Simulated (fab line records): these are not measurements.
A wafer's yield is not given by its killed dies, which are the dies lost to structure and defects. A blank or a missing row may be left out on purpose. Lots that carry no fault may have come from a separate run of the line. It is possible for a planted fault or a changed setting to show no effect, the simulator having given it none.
fab line records || flow nand-harc || part 2 of 2: steps 22 to 33 of 33
[record] {"lots": 5, "wafers": 15, "last-day": 32}
route steps=1302 shown P_M2@331 P_BONDPAD@351
lots with no fault: from the same line, run without faults
start-h: the number of hours between the record's first day and the start of the first shown wafer of the lot || wait-h: time in hours since the lot's previous step || " unchanged from the row above || L1.1+2: a row that stands for several wafers || - value missing, or start not given || * or withheld: withheld || < > ~ a bound
route shown NAME@n: a module of which the file shows steps, and the number in the route of the first || usual: mean/standard deviation of fault-free wafers || same: alike in all rows || chamber/n: place in a boat || sites: per-site readings || _std_site: standard deviation of those values || _edge_site: the outer-site mean with the inner-site mean subtracted || radius-mm: for every site, how far away it sits from the centre of the wafer || mask NAME#n: copy n || behind: the most recent tool/chamber to have shaped the wafer || hold: the reason the lot was held/the length of the hold in hours/how it ended || device: names the non-switching transistor (n, p or np) || end of line: tests run on the same wafers once the route is complete || a step given without rows: its recipe and nothing more || killed: dies that structure and defects cost at the first sort, which is not the same as the wafer's yield || map: a wafer's dies, marking killed ones x, the rest . and places with no die _
set.NAME: the setting as run; set.NAME@STEP: as run at that earlier step || model.NAME: the simulator's own value behind a step, which no gauge read
lots at selected steps of the route; one table per step, one row per wafer
services: when a tool's chamber went out of use (start-h, in hours from the record's first day, below 0 if earlier), for how many hours, and the reason
[[steps]]
[step NHARC_P_BONDPAD_THK_MEAS_33]
[recipe] {"thk-meas-gauge": "ellipsometry"}
[usual] {"thk-nm": "199.7/1.6"}
{"lot.wafer": "L078.3", "tool": "film-metro-02", "chamber": "-", "start-h": 177.57, "wait-h": 0.2, "thk-nm": 200.6}
{"lot.wafer": "L078.4", "tool": "film-metro-02", "chamber": "-", "start-h": 177.57, "wait-h": 0.2, "thk-nm": 197.4}
{"lot.wafer": "L078.6", "tool": "film-metro-02", "chamber": "-", "start-h": 177.57, "wait-h": 0.2, "thk-nm": 200.0}
{"lot.wafer": "L082.3", "tool": "film-metro-02", "chamber": "-", "start-h": 211.05, "wait-h": 0.2, "thk-nm": 201.7}
{"lot.wafer": "L082.4", "tool": "film-metro-02", "chamber": "-", "start-h": 211.05, "wait-h": 0.2, "thk-nm": 200.3}
{"lot.wafer": "L082.6", "tool": "film-metro-02", "chamber": "-", "start-h": 211.05, "wait-h": 0.2, "thk-nm": 199.4}
{"lot.wafer": "L083.1", "tool": "film-metro-02", "chamber": "-", "start-h": 226.10, "wait-h": 0.2, "thk-nm": 200.2}
{"lot.wafer": "L083.3", "tool": "film-metro-02", "chamber": "-", "start-h": 226.10, "wait-h": 0.2, "thk-nm": 199.7}
{"lot.wafer": "L083.5", "tool": "film-metro-02", "chamber": "-", "start-h": 226.10, "wait-h": 0.2, "thk-nm": 198.9}
{"lot.wafer": "L087.1", "tool": "film-metro-02", "chamber": "-", "start-h": 278.08, "wait-h": 0.2, "thk-nm": 199.7}
{"lot.wafer": "L087.5", "tool": "film-metro-02", "chamber": "-", "start-h": 278.08, "wait-h": 0.2, "thk-nm": 200.7}
{"lot.wafer": "L087.6", "tool": "film-metro-02", "chamber": "-", "start-h": 278.08, "wait-h": 0.2, "thk-nm": 199.8}
{"lot.wafer": "L093.3", "tool": "film-metro-01", "chamber": "-", "start-h": 323.79, "wait-h": 0.2, "thk-nm": 201.0}
{"lot.wafer": "L093.5", "tool": "film-metro-01", "chamber": "-", "start-h": 323.79, "wait-h": 0.2, "thk-nm": 197.6}
{"lot.wafer": "L093.6", "tool": "film-metro-01", "chamber": "-", "start-h": 323.79, "wait-h": 0.2, "thk-nm": 201.4}
[step NHARC_P_BONDPAD_SRD_34]
{"lot.wafer": "L078.6+4+3", "tool": "wet-bench-10", "chamber": "1,2,4", "start-h": 177.61, "wait-h": 0.0}
{"lot.wafer": "L082.6+3+4", "tool": "wet-bench-08", "chamber": "4,7,0", "start-h": 211.09, "wait-h": 0.0}
{"lot.wafer": "L083.5+3+1", "tool": "wet-bench-10", "chamber": "2,5,7", "start-h": 226.14, "wait-h": 0.0}
{"lot.wafer": "L087.1+6+5", "tool": "wet-bench-10", "chamber": "7,1,4", "start-h": 278.12, "wait-h": 0.0}
{"lot.wafer": "L093.5+3+6", "tool": "wet-bench-08", "chamber": "5,7,2", "start-h": 323.83, "wait-h": 0.0}
[step NHARC_P_BONDPAD_DEHYDRATE_01]
[recipe] {"temp-c": 150, "time-s": 120}
[usual] {"resist-line-temp-C": "23.00/0.13"}
{"lot.wafer": "L078.3", "tool": "litho-track-03", "chamber": 0, "start-h": 177.69, "wait-h": 0.1, "resist-line-temp-C": 22.91}
{"lot.wafer": "L078.4", "tool": "litho-track-03", "chamber": 0, "start-h": 177.69, "wait-h": 0.1, "resist-line-temp-C": 23.03}
{"lot.wafer": "L078.6", "tool": "litho-track-03", "chamber": 0, "start-h": 177.69, "wait-h": 0.1, "resist-line-temp-C": 23.06}
{"lot.wafer": "L082.3", "tool": "litho-track-03", "chamber": 0, "start-h": 211.17, "wait-h": 0.1, "resist-line-temp-C": 23.14}
{"lot.wafer": "L082.4", "tool": "litho-track-03", "chamber": 0, "start-h": 211.17, "wait-h": 0.1, "resist-line-temp-C": 23.14}
{"lot.wafer": "L082.6", "tool": "litho-track-03", "chamber": 0, "start-h": 211.17, "wait-h": 0.1, "resist-line-temp-C": 23.02}
{"lot.wafer": "L083.1", "tool": "litho-track-05", "chamber": 0, "start-h": 226.22, "wait-h": 0.1, "resist-line-temp-C": 22.95}
{"lot.wafer": "L083.3", "tool": "litho-track-05", "chamber": 0, "start-h": 226.22, "wait-h": 0.1, "resist-line-temp-C": 23.04}
{"lot.wafer": "L083.5", "tool": "litho-track-05", "chamber": 0, "start-h": 226.22, "wait-h": 0.1, "resist-line-temp-C": 23.13}
{"lot.wafer": "L087.1", "tool": "litho-track-05", "chamber": 0, "start-h": 278.21, "wait-h": 0.1, "resist-line-temp-C": 23.21}
{"lot.wafer": "L087.5", "tool": "litho-track-05", "chamber": 0, "start-h": 278.21, "wait-h": 0.1, "resist-line-temp-C": 22.97}
{"lot.wafer": "L087.6", "tool": "litho-track-05", "chamber": 0, "start-h": 278.21, "wait-h": 0.1, "resist-line-temp-C": 23.04}
{"lot.wafer": "L093.3", "tool": "litho-track-02", "chamber": 0, "start-h": 323.91, "wait-h": 0.1, "resist-line-temp-C": 23.15}
{"lot.wafer": "L093.5", "tool": "litho-track-02", "chamber": 0, "start-h": 323.91, "wait-h": 0.1, "resist-line-temp-C": 23.14}
{"lot.wafer": "L093.6", "tool": "litho-track-02", "chamber": 0, "start-h": 323.91, "wait-h": 0.1, "resist-line-temp-C": 23.27}
[step NHARC_P_BONDPAD_HMDS_02]
[recipe] {"time-s": 30}
[usual] {"resist-line-temp-C": "22.99/0.11"}
{"lot.wafer": "L078.3", "tool": "litho-track-03", "chamber": 0, "start-h": "-", "wait-h": "-", "resist-line-temp-C": 22.95}
{"lot.wafer": "L078.4", "tool": "litho-track-03", "chamber": 0, "start-h": "-", "wait-h": "-", "resist-line-temp-C": 23.11}
{"lot.wafer": "L078.6", "tool": "litho-track-03", "chamber": 0, "start-h": "-", "wait-h": "-", "resist-line-temp-C": 23.12}
{"lot.wafer": "L082.3", "tool": "litho-track-03", "chamber": 0, "start-h": "-", "wait-h": "-", "resist-line-temp-C": 22.83}
{"lot.wafer": "L082.4", "tool": "litho-track-03", "chamber": 0, "start-h": "-", "wait-h": "-", "resist-line-temp-C": 22.98}
{"lot.wafer": "L082.6", "tool": "litho-track-03", "chamber": 0, "start-h": "-", "wait-h": "-", "resist-line-temp-C": 22.76}
{"lot.wafer": "L083.1", "tool": "litho-track-05", "chamber": 0, "start-h": "-", "wait-h": "-", "resist-line-temp-C": 23.24}
{"lot.wafer": "L083.3", "tool": "litho-track-05", "chamber": 0, "start-h": "-", "wait-h": "-", "resist-line-temp-C": 23.04}
{"lot.wafer": "L083.5", "tool": "litho-track-05", "chamber": 0, "start-h": "-", "wait-h": "-", "resist-line-temp-C": 23.18}
{"lot.wafer": "L087.1", "tool": "litho-track-05", "chamber": 0, "start-h": "-", "wait-h": "-", "resist-line-temp-C": 23.16}
{"lot.wafer": "L087.5", "tool": "litho-track-05", "chamber": 0, "start-h": "-", "wait-h": "-", "resist-line-temp-C": 23.38}
{"lot.wafer": "L087.6", "tool": "litho-track-05", "chamber": 0, "start-h": "-", "wait-h": "-", "resist-line-temp-C": 23.19}
{"lot.wafer": "L093.3", "tool": "litho-track-02", "chamber": 0, "start-h": "-", "wait-h": "-", "resist-line-temp-C": 23.24}
{"lot.wafer": "L093.5", "tool": "litho-track-02", "chamber": 0, "start-h": "-", "wait-h": "-", "resist-line-temp-C": 23.19}
{"lot.wafer": "L093.6", "tool": "litho-track-02", "chamber": 0, "start-h": "-", "wait-h": "-", "resist-line-temp-C": 23.10}
[step NHARC_P_BONDPAD_COAT_36]
[recipe] {"temp-c": 200, "time-s": 65}
[usual] {"resist-line-temp-C": "23.00/0.1"}
{"lot.wafer": "L078.3", "tool": "litho-track-03", "chamber": 0, "start-h": "-", "wait-h": "-", "resist-line-temp-C": 22.98}
{"lot.wafer": "L078.4", "tool": "litho-track-03", "chamber": 0, "start-h": "-", "wait-h": "-", "resist-line-temp-C": 23.17}
{"lot.wafer": "L078.6", "tool": "litho-track-03", "chamber": 0, "start-h": "-", "wait-h": "-", "resist-line-temp-C": 22.95}
{"lot.wafer": "L082.3", "tool": "litho-track-03", "chamber": 0, "start-h": "-", "wait-h": "-", "resist-line-temp-C": 23.03}
{"lot.wafer": "L082.4", "tool": "litho-track-03", "chamber": 0, "start-h": "-", "wait-h": "-", "resist-line-temp-C": 23.00}
{"lot.wafer": "L082.6", "tool": "litho-track-03", "chamber": 0, "start-h": "-", "wait-h": "-", "resist-line-temp-C": 23.08}
{"lot.wafer": "L083.1", "tool": "litho-track-05", "chamber": 0, "start-h": "-", "wait-h": "-", "resist-line-temp-C": 23.11}
{"lot.wafer": "L083.3", "tool": "litho-track-05", "chamber": 0, "start-h": "-", "wait-h": "-", "resist-line-temp-C": 22.88}
{"lot.wafer": "L083.5", "tool": "litho-track-05", "chamber": 0, "start-h": "-", "wait-h": "-", "resist-line-temp-C": 22.97}
{"lot.wafer": "L087.1", "tool": "litho-track-05", "chamber": 0, "start-h": "-", "wait-h": "-", "resist-line-temp-C": 22.89}
{"lot.wafer": "L087.5", "tool": "litho-track-05", "chamber": 0, "start-h": "-", "wait-h": "-", "resist-line-temp-C": 22.84}
{"lot.wafer": "L087.6", "tool": "litho-track-05", "chamber": 0, "start-h": "-", "wait-h": "-", "resist-line-temp-C": 22.99}
{"lot.wafer": "L093.3", "tool": "litho-track-02", "chamber": 0, "start-h": "-", "wait-h": "-", "resist-line-temp-C": 23.11}
{"lot.wafer": "L093.5", "tool": "litho-track-02", "chamber": 0, "start-h": "-", "wait-h": "-", "resist-line-temp-C": 23.18}
{"lot.wafer": "L093.6", "tool": "litho-track-02", "chamber": 0, "start-h": "-", "wait-h": "-", "resist-line-temp-C": 23.03}
[step NHARC_P_BONDPAD_COAT_03]
[recipe] {"spin-rpm": 2000, "resist-thk-nm": 600}
[usual] {"resist-line-temp-C": "22.99/0.11"}
{"lot.wafer": "L078.3", "tool": "litho-track-03", "chamber": 0, "start-h": "-", "wait-h": "-", "resist-line-temp-C": 23.16}
{"lot.wafer": "L078.4", "tool": "litho-track-03", "chamber": 0, "start-h": "-", "wait-h": "-", "resist-line-temp-C": 23.21}
{"lot.wafer": "L078.6", "tool": "litho-track-03", "chamber": 0, "start-h": "-", "wait-h": "-", "resist-line-temp-C": 23.08}
{"lot.wafer": "L082.3", "tool": "litho-track-03", "chamber": 0, "start-h": "-", "wait-h": "-", "resist-line-temp-C": 23.05}
{"lot.wafer": "L082.4", "tool": "litho-track-03", "chamber": 0, "start-h": "-", "wait-h": "-", "resist-line-temp-C": 22.90}
{"lot.wafer": "L082.6", "tool": "litho-track-03", "chamber": 0, "start-h": "-", "wait-h": "-", "resist-line-temp-C": 22.93}
{"lot.wafer": "L083.1", "tool": "litho-track-05", "chamber": 0, "start-h": "-", "wait-h": "-", "resist-line-temp-C": 22.99}
{"lot.wafer": "L083.3", "tool": "litho-track-05", "chamber": 0, "start-h": "-", "wait-h": "-", "resist-line-temp-C": 22.87}
{"lot.wafer": "L083.5", "tool": "litho-track-05", "chamber": 0, "start-h": "-", "wait-h": "-", "resist-line-temp-C": 22.91}
{"lot.wafer": "L087.1", "tool": "litho-track-05", "chamber": 0, "start-h": "-", "wait-h": "-", "resist-line-temp-C": 22.93}
{"lot.wafer": "L087.5", "tool": "litho-track-05", "chamber": 0, "start-h": "-", "wait-h": "-", "resist-line-temp-C": 23.03}
{"lot.wafer": "L087.6", "tool": "litho-track-05", "chamber": 0, "start-h": "-", "wait-h": "-", "resist-line-temp-C": 22.95}
{"lot.wafer": "L093.3", "tool": "litho-track-02", "chamber": 0, "start-h": "-", "wait-h": "-", "resist-line-temp-C": 23.04}
{"lot.wafer": "L093.5", "tool": "litho-track-02", "chamber": 0, "start-h": "-", "wait-h": "-", "resist-line-temp-C": 23.02}
{"lot.wafer": "L093.6", "tool": "litho-track-02", "chamber": 0, "start-h": "-", "wait-h": "-", "resist-line-temp-C": 22.94}
[step NHARC_P_BONDPAD_SOFTBAKE_04]
[recipe] {"temp-c": 125, "time-s": 70}
[usual] {"resist-line-temp-C": "23.01/0.1"}
{"lot.wafer": "L078.3", "tool": "litho-track-03", "chamber": 0, "start-h": "-", "wait-h": "-", "resist-line-temp-C": 22.92}
{"lot.wafer": "L078.4", "tool": "litho-track-03", "chamber": 0, "start-h": "-", "wait-h": "-", "resist-line-temp-C": 22.95}
{"lot.wafer": "L078.6", "tool": "litho-track-03", "chamber": 0, "start-h": "-", "wait-h": "-", "resist-line-temp-C": 22.93}
{"lot.wafer": "L082.3", "tool": "litho-track-03", "chamber": 0, "start-h": "-", "wait-h": "-", "resist-line-temp-C": 22.92}
{"lot.wafer": "L082.4", "tool": "litho-track-03", "chamber": 0, "start-h": "-", "wait-h": "-", "resist-line-temp-C": 22.91}
{"lot.wafer": "L082.6", "tool": "litho-track-03", "chamber": 0, "start-h": "-", "wait-h": "-", "resist-line-temp-C": 22.93}
{"lot.wafer": "L083.1", "tool": "litho-track-05", "chamber": 0, "start-h": "-", "wait-h": "-", "resist-line-temp-C": 23.07}
{"lot.wafer": "L083.3", "tool": "litho-track-05", "chamber": 0, "start-h": "-", "wait-h": "-", "resist-line-temp-C": 23.10}
{"lot.wafer": "L083.5", "tool": "litho-track-05", "chamber": 0, "start-h": "-", "wait-h": "-", "resist-line-temp-C": 23.04}
{"lot.wafer": "L087.1", "tool": "litho-track-05", "chamber": 0, "start-h": "-", "wait-h": "-", "resist-line-temp-C": 22.91}
{"lot.wafer": "L087.5", "tool": "litho-track-05", "chamber": 0, "start-h": "-", "wait-h": "-", "resist-line-temp-C": 23.14}
{"lot.wafer": "L087.6", "tool": "litho-track-05", "chamber": 0, "start-h": "-", "wait-h": "-", "resist-line-temp-C": 23.16}
{"lot.wafer": "L093.3", "tool": "litho-track-02", "chamber": 0, "start-h": "-", "wait-h": "-", "resist-line-temp-C": 23.12}
{"lot.wafer": "L093.5", "tool": "litho-track-02", "chamber": 0, "start-h": "-", "wait-h": "-", "resist-line-temp-C": 23.10}
{"lot.wafer": "L093.6", "tool": "litho-track-02", "chamber": 0, "start-h": "-", "wait-h": "-", "resist-line-temp-C": 23.26}
[step NHARC_P_BONDPAD_EBR_05]
[usual] {"resist-line-temp-C": "23.01/0.089"}
{"lot.wafer": "L078.3", "tool": "litho-track-03", "chamber": 0, "start-h": "-", "wait-h": "-", "resist-line-temp-C": 23.00}
{"lot.wafer": "L078.4", "tool": "litho-track-03", "chamber": 0, "start-h": "-", "wait-h": "-", "resist-line-temp-C": 22.92}
{"lot.wafer": "L078.6", "tool": "litho-track-03", "chamber": 0, "start-h": "-", "wait-h": "-", "resist-line-temp-C": 22.92}
{"lot.wafer": "L082.3", "tool": "litho-track-03", "chamber": 0, "start-h": "-", "wait-h": "-", "resist-line-temp-C": 22.96}
{"lot.wafer": "L082.4", "tool": "litho-track-03", "chamber": 0, "start-h": "-", "wait-h": "-", "resist-line-temp-C": 22.93}
{"lot.wafer": "L082.6", "tool": "litho-track-03", "chamber": 0, "start-h": "-", "wait-h": "-", "resist-line-temp-C": 22.94}
{"lot.wafer": "L083.1", "tool": "litho-track-05", "chamber": 0, "start-h": "-", "wait-h": "-", "resist-line-temp-C": 22.91}
{"lot.wafer": "L083.3", "tool": "litho-track-05", "chamber": 0, "start-h": "-", "wait-h": "-", "resist-line-temp-C": 23.08}
{"lot.wafer": "L083.5", "tool": "litho-track-05", "chamber": 0, "start-h": "-", "wait-h": "-", "resist-line-temp-C": 22.92}
{"lot.wafer": "L087.1", "tool": "litho-track-05", "chamber": 0, "start-h": "-", "wait-h": "-", "resist-line-temp-C": 23.00}
{"lot.wafer": "L087.5", "tool": "litho-track-05", "chamber": 0, "start-h": "-", "wait-h": "-", "resist-line-temp-C": 22.91}
{"lot.wafer": "L087.6", "tool": "litho-track-05", "chamber": 0, "start-h": "-", "wait-h": "-", "resist-line-temp-C": 23.03}
{"lot.wafer": "L093.3", "tool": "litho-track-02", "chamber": 0, "start-h": "-", "wait-h": "-", "resist-line-temp-C": 22.99}
{"lot.wafer": "L093.5", "tool": "litho-track-02", "chamber": 0, "start-h": "-", "wait-h": "-", "resist-line-temp-C": 23.00}
{"lot.wafer": "L093.6", "tool": "litho-track-02", "chamber": 0, "start-h": "-", "wait-h": "-", "resist-line-temp-C": 23.01}
[step NHARC_P_BONDPAD_EXPOSE_06]
[recipe] {"na": 0.55, "dose-mj": 37.06, "mask-id": "P_BPAD"}
{"lot.wafer": "L078.3+4+6", "tool": "krf-scanner-02", "chamber": 0, "start-h": 178.00, "wait-h": "-", "mask": "P_BPAD#0"}
{"lot.wafer": "L082.3+4+6", "tool": "krf-scanner-03", "chamber": 0, "start-h": 211.35, "wait-h": "-", "mask": "P_BPAD#0"}
{"lot.wafer": "L083.1+3+5", "tool": "krf-scanner-04", "chamber": 0, "start-h": 226.51, "wait-h": "-", "mask": "P_BPAD#0"}
{"lot.wafer": "L087.1+5+6", "tool": "krf-scanner-04", "chamber": 0, "start-h": 278.49, "wait-h": "-", "mask": "P_BPAD#0"}
{"lot.wafer": "L093.3+5+6", "tool": "krf-scanner-03", "chamber": 0, "start-h": 324.09, "wait-h": "-", "mask": "P_BPAD#0"}
[step NHARC_P_BONDPAD_PEB_07]
[recipe] {"peb-temp-c": 128, "peb-time-s": 80}
[usual] {"resist-line-temp-C": "22.98/0.1"}
[same] {"peb-time-s": 80}
{"lot.wafer": "L078.3", "tool": "litho-track-02", "chamber": 0, "start-h": 178.05, "wait-h": 0.1, "resist-line-temp-C": 22.96}
{"lot.wafer": "L078.4", "tool": "litho-track-02", "chamber": 0, "start-h": 178.05, "wait-h": 0.1, "resist-line-temp-C": 22.81}
{"lot.wafer": "L078.6", "tool": "litho-track-02", "chamber": 0, "start-h": 178.05, "wait-h": 0.1, "resist-line-temp-C": 22.94}
{"lot.wafer": "L082.3", "tool": "litho-track-03", "chamber": 0, "start-h": 211.41, "wait-h": 0.1, "resist-line-temp-C": 22.96}
{"lot.wafer": "L082.4", "tool": "litho-track-03", "chamber": 0, "start-h": 211.41, "wait-h": 0.1, "resist-line-temp-C": 23.13}
{"lot.wafer": "L082.6", "tool": "litho-track-03", "chamber": 0, "start-h": 211.41, "wait-h": 0.1, "resist-line-temp-C": 23.00}
{"lot.wafer": "L083.1", "tool": "litho-track-05", "chamber": 0, "start-h": 226.58, "wait-h": 0.1, "resist-line-temp-C": 22.80}
{"lot.wafer": "L083.3", "tool": "litho-track-05", "chamber": 0, "start-h": 226.58, "wait-h": 0.1, "resist-line-temp-C": 23.00}
{"lot.wafer": "L083.5", "tool": "litho-track-05", "chamber": 0, "start-h": 226.58, "wait-h": 0.1, "resist-line-temp-C": 23.01}
{"lot.wafer": "L087.1", "tool": "litho-track-05", "chamber": 0, "start-h": 278.56, "wait-h": 0.1, "resist-line-temp-C": 23.11}
{"lot.wafer": "L087.5", "tool": "litho-track-05", "chamber": 0, "start-h": 278.56, "wait-h": 0.1, "resist-line-temp-C": 23.03}
{"lot.wafer": "L087.6", "tool": "litho-track-05", "chamber": 0, "start-h": 278.56, "wait-h": 0.1, "resist-line-temp-C": 23.02}
{"lot.wafer": "L093.3", "tool": "litho-track-03", "chamber": 0, "start-h": 324.15, "wait-h": 0.1, "resist-line-temp-C": 23.15}
{"lot.wafer": "L093.5", "tool": "litho-track-03", "chamber": 0, "start-h": 324.15, "wait-h": 0.1, "resist-line-temp-C": 22.92}
{"lot.wafer": "L093.6", "tool": "litho-track-03", "chamber": 0, "start-h": 324.15, "wait-h": 0.1, "resist-line-temp-C": 22.91}
[step NHARC_P_BONDPAD_DEVELOP_08]
[recipe] {"time-s": 50, "dev-temp-c": 22}
[usual] {"resist-line-temp-C": "22.99/0.085"}
{"lot.wafer": "L078.3", "tool": "litho-track-02", "chamber": 0, "start-h": "-", "wait-h": "-", "resist-line-temp-C": 22.98}
{"lot.wafer": "L078.4", "tool": "litho-track-02", "chamber": 0, "start-h": "-", "wait-h": "-", "resist-line-temp-C": 22.88}
{"lot.wafer": "L078.6", "tool": "litho-track-02", "chamber": 0, "start-h": "-", "wait-h": "-", "resist-line-temp-C": 22.94}
{"lot.wafer": "L082.3", "tool": "litho-track-03", "chamber": 0, "start-h": "-", "wait-h": "-", "resist-line-temp-C": 22.94}
{"lot.wafer": "L082.4", "tool": "litho-track-03", "chamber": 0, "start-h": "-", "wait-h": "-", "resist-line-temp-C": 23.01}
{"lot.wafer": "L082.6", "tool": "litho-track-03", "chamber": 0, "start-h": "-", "wait-h": "-", "resist-line-temp-C": 22.80}
{"lot.wafer": "L083.1", "tool": "litho-track-05", "chamber": 0, "start-h": "-", "wait-h": "-", "resist-line-temp-C": 22.95}
{"lot.wafer": "L083.3", "tool": "litho-track-05", "chamber": 0, "start-h": "-", "wait-h": "-", "resist-line-temp-C": 22.97}
{"lot.wafer": "L083.5", "tool": "litho-track-05", "chamber": 0, "start-h": "-", "wait-h": "-", "resist-line-temp-C": 23.14}
{"lot.wafer": "L087.1", "tool": "litho-track-05", "chamber": 0, "start-h": "-", "wait-h": "-", "resist-line-temp-C": 22.84}
{"lot.wafer": "L087.5", "tool": "litho-track-05", "chamber": 0, "start-h": "-", "wait-h": "-", "resist-line-temp-C": 22.93}
{"lot.wafer": "L087.6", "tool": "litho-track-05", "chamber": 0, "start-h": "-", "wait-h": "-", "resist-line-temp-C": 22.93}
{"lot.wafer": "L093.3", "tool": "litho-track-03", "chamber": 0, "start-h": "-", "wait-h": "-", "resist-line-temp-C": 22.98}
{"lot.wafer": "L093.5", "tool": "litho-track-03", "chamber": 0, "start-h": "-", "wait-h": "-", "resist-line-temp-C": 23.18}
{"lot.wafer": "L093.6", "tool": "litho-track-03", "chamber": 0, "start-h": "-", "wait-h": "-", "resist-line-temp-C": 23.02}
[step NHARC_P_BONDPAD_CD_MEAS_09]
[recipe] {"target-cd-nm": 500, "landing-energy-ev": 500}
[usual] {"cd-nm": "499.5/1.7"}
{"lot.wafer": "L078.3", "tool": "cd-sem-03", "chamber": 0, "start-h": 178.15, "wait-h": "-", "cd-nm": 500.0}
{"lot.wafer": "L078.4", "tool": "cd-sem-03", "chamber": 0, "start-h": 178.15, "wait-h": "-", "cd-nm": 499.3}
{"lot.wafer": "L078.6", "tool": "cd-sem-03", "chamber": 0, "start-h": 178.15, "wait-h": "-", "cd-nm": 500.5}
{"lot.wafer": "L082.3", "tool": "cd-sem-01", "chamber": 0, "start-h": 211.51, "wait-h": "-", "cd-nm": 498.0}
{"lot.wafer": "L082.4", "tool": "cd-sem-01", "chamber": 0, "start-h": 211.51, "wait-h": "-", "cd-nm": 500.5}
{"lot.wafer": "L082.6", "tool": "cd-sem-01", "chamber": 0, "start-h": 211.51, "wait-h": "-", "cd-nm": 500.1}
{"lot.wafer": "L083.1", "tool": "cd-sem-03", "chamber": 0, "start-h": 226.66, "wait-h": "-", "cd-nm": 498.8}
{"lot.wafer": "L083.3", "tool": "cd-sem-03", "chamber": 0, "start-h": 226.66, "wait-h": "-", "cd-nm": 494.0}
{"lot.wafer": "L083.5", "tool": "cd-sem-03", "chamber": 0, "start-h": 226.66, "wait-h": "-", "cd-nm": 497.3}
{"lot.wafer": "L087.1", "tool": "cd-sem-02", "chamber": 0, "start-h": 278.65, "wait-h": "-", "cd-nm": 497.0}
{"lot.wafer": "L087.5", "tool": "cd-sem-02", "chamber": 0, "start-h": 278.65, "wait-h": "-", "cd-nm": 500.6}
{"lot.wafer": "L087.6", "tool": "cd-sem-02", "chamber": 0, "start-h": 278.65, "wait-h": "-", "cd-nm": 499.4}
{"lot.wafer": "L093.3", "tool": "cd-sem-01", "chamber": 0, "start-h": 324.23, "wait-h": "-", "cd-nm": 498.3}
{"lot.wafer": "L093.5", "tool": "cd-sem-01", "chamber": 0, "start-h": 324.23, "wait-h": "-", "cd-nm": 497.6}
{"lot.wafer": "L093.6", "tool": "cd-sem-01", "chamber": 0, "start-h": 324.23, "wait-h": "-", "cd-nm": 497.8}
[[services]]
{"tool": "wet-bench-08", "chamber": "-", "start-h": 164.16, "hours": 0.7, "kind": "repair"}
{"tool": "pecvd-04", "chamber": "-", "start-h": 166.00, "hours": 0.3, "kind": "repair"}
{"tool": "rie-diel-10", "chamber": 3, "start-h": 168.10, "hours": 1.6, "kind": "repair"}
{"tool": "cmp-02", "chamber": "-", "start-h": 168.31, "hours": 3.9, "kind": "repair"}
{"tool": "rie-diel-02", "chamber": "-", "start-h": 172.49, "hours": 22.2, "kind": "repair"}
{"tool": "rie-diel-02", "chamber": "-", "start-h": 216.70, "hours": 9.0, "kind": "pm"}
{"tool": "rie-diel-11", "chamber": "-", "start-h": 216.81, "hours": 0.2, "kind": "repair"}
{"tool": "pvd-sputter-01", "chamber": "-", "start-h": 226.36, "hours": 10.0, "kind": "pm"}
{"tool": "litho-track-02", "chamber": "-", "start-h": 227.00, "hours": 7.0, "kind": "pm"}
{"tool": "pecvd-02", "chamber": "-", "start-h": 227.26, "hours": 13.0, "kind": "pm"}
{"tool": "cmp-02", "chamber": "-", "start-h": 233.16, "hours": 4.0, "kind": "pm"}
{"tool": "rie-diel-10", "chamber": "-", "start-h": 242.50, "hours": 9.0, "kind": "pm"}
{"tool": "cmp-02", "chamber": "-", "start-h": 245.36, "hours": 4.0, "kind": "repair"}
{"tool": "rie-diel-11", "chamber": "-", "start-h": 255.50, "hours": 9.0, "kind": "pm"}
{"tool": "pecvd-04", "chamber": "-", "start-h": 262.38, "hours": 0.4, "kind": "repair"}
{"tool": "pecvd-04", "chamber": "-", "start-h": 269.29, "hours": 13.0, "kind": "pm"}
{"tool": "litho-track-03", "chamber": "-", "start-h": 275.00, "hours": 7.0, "kind": "pm"}
{"tool": "pvd-sputter-02", "chamber": "-", "start-h": 282.00, "hours": 10.0, "kind": "pm"}
{"tool": "rie-diel-10", "chamber": 1, "start-h": 293.77, "hours": 3.7, "kind": "repair"}
{"tool": "wet-bench-08", "chamber": "-", "start-h": 294.40, "hours": 8.0, "kind": "pm"}
{"tool": "litho-track-05", "chamber": "-", "start-h": 299.00, "hours": 7.0, "kind": "pm"}
{"tool": "rie-diel-11", "chamber": 2, "start-h": 302.91, "hours": 1.4, "kind": "repair"}
{"tool": "rie-diel-11", "chamber": 1, "start-h": 307.71, "hours": 12.6, "kind": "repair"}
{"tool": "wet-bench-10", "chamber": "-", "start-h": 311.25, "hours": 8.0, "kind": "pm"}
